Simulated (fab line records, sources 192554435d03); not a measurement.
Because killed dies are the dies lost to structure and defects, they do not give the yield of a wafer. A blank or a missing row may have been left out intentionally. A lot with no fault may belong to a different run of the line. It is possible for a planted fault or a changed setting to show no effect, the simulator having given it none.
The same fault as seen by 2 desks || flow n5_finfet || only its own numbers are on each desk; what lay behind them is given at the end

AT THE METROLOGY DESK
Means of the sampled wafers that have a number, per lot and without regard to the tool the lot ran on: this is what the gauges read. Marked OUT: a lot whose mean sits more than 4 standard deviations from the usual mean, which makes it out of limits; the brackets give that distance. Readings shown: 7 out of 11 (the first out of limits, and those lying furthest out on some lot).
Columns: A = DIBL_N at N5_BEOL_M4_RC_MEAS_101, usual 37.2 mV/V; B = IOFF_N at N5_BEOL_M4_RC_MEAS_101, usual 0.18 nA/um; C = IOFF_P at N5_BEOL_M4_RC_MEAS_101, usual 0.24 nA/um; D = ION_P at N5_BEOL_M4_RC_MEAS_101, usual 466 uA/um; E = SS_P at N5_BEOL_M4_RC_MEAS_101, usual 73.5 mV/dec; F = VT_N at N5_BEOL_M4_RC_MEAS_101, usual 249 mV; G = M7_ILD_THK at N5_BEOL_M7_THK_MEAS_01, usual 155.1 nm
{"lot": "L750", "first seen here": "day 8 07:57", "A": 39.4, "B": 0.21, "C": 0.27, "D": 464, "E": 73.7, "F": 247, "G": 153.8}
{"lot": "L762", "first seen here": "day 11 21:57", "A": 40.6, "B": 0.24, "C": 0.30, "D": 470, "E": 74.6, "F": 243, "G": "213.0 (+26) OUT"}
{"lot": "L764", "first seen here": "day 12 05:05", "A": 40.3, "B": 0.22, "C": 0.28, "D": 464, "E": 74.3, "F": 248, "G": "241.8 (+39) OUT"}
{"lot": "L766", "first seen here": "day 12 07:05", "A": 38.3, "B": 0.22, "C": 0.29, "D": 486, "E": 74.4, "F": 246, "G": "242.2 (+40) OUT"}
{"lot": "L773", "first seen here": "day 15 00:31", "A": 39.7, "B": 0.24, "C": 0.32, "D": 470, "E": 74.8, "F": 246, "G": 158.7}
This desk's finding: out of limits on L762, L764, L766; first on L762, day 13 03:51 (M7_ILD_THK at N5_BEOL_M7_THK_MEAS_01). L750, L773: within limits.

THE TOOL OWNER'S DESK: pecvd-02
The tool's own readings at N5_BEOL_M7_ILD_DEP_00 (deposits SiCOH lowk from DEMS/porogen, target thk 179.75 nm, time 33.4 s): means of the sampled wafers that have a number, for each lot that ran on this tool. Marked OUT: a lot whose mean sits more than 4 standard deviations from the usual mean, which makes it out of limits; the brackets give that distance.
Columns: A = heater_power_w at N5_BEOL_M7_ILD_DEP_00, usual 323 W; B = showerhead_plenum_p_Torr at N5_BEOL_M7_ILD_DEP_00, usual 5.742 Torr; C = susceptor_temp_C at N5_BEOL_M7_ILD_DEP_00, usual 300.04 C; D = throttle_valve_pct at N5_BEOL_M7_ILD_DEP_00, usual 14.1 %
{"lot": "L750", "first seen here": "day 9 05:45", "A": 305, "B": 5.747, "C": 300.00, "D": 13.8}
{"lot": "L762", "first seen here": "day 13 01:25", "A": 299, "B": 5.748, "C": 299.98, "D": 14.4}
{"lot": "L764", "first seen here": "day 13 08:13", "A": 371, "B": 5.741, "C": 300.14, "D": 13.9}
{"lot": "L766", "first seen here": "day 13 15:46", "A": 334, "B": 5.742, "C": 300.05, "D": 13.8}
Result from this desk: across the 4 lots, nothing is out of limits.

TAKEN TOGETHER
An alarm was possible from the metrology desk at day 13 03:51, on L762, L764, L766.
Nothing out of limits was seen by the tool owner's desk.
On record at the tool owner's desk: L762, L764, L766, within its limits.
Of the lots named, all ran N5_BEOL_M7_ILD_DEP_00 on pecvd-02.

WHAT WAS PUT IN BY THE SIMULATOR
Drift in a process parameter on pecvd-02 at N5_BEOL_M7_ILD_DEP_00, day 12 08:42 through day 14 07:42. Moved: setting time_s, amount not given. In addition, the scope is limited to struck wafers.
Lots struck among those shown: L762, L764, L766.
Time in hours between the start of the fault and the first out-of-limits reading at each desk: metrology desk, 19.
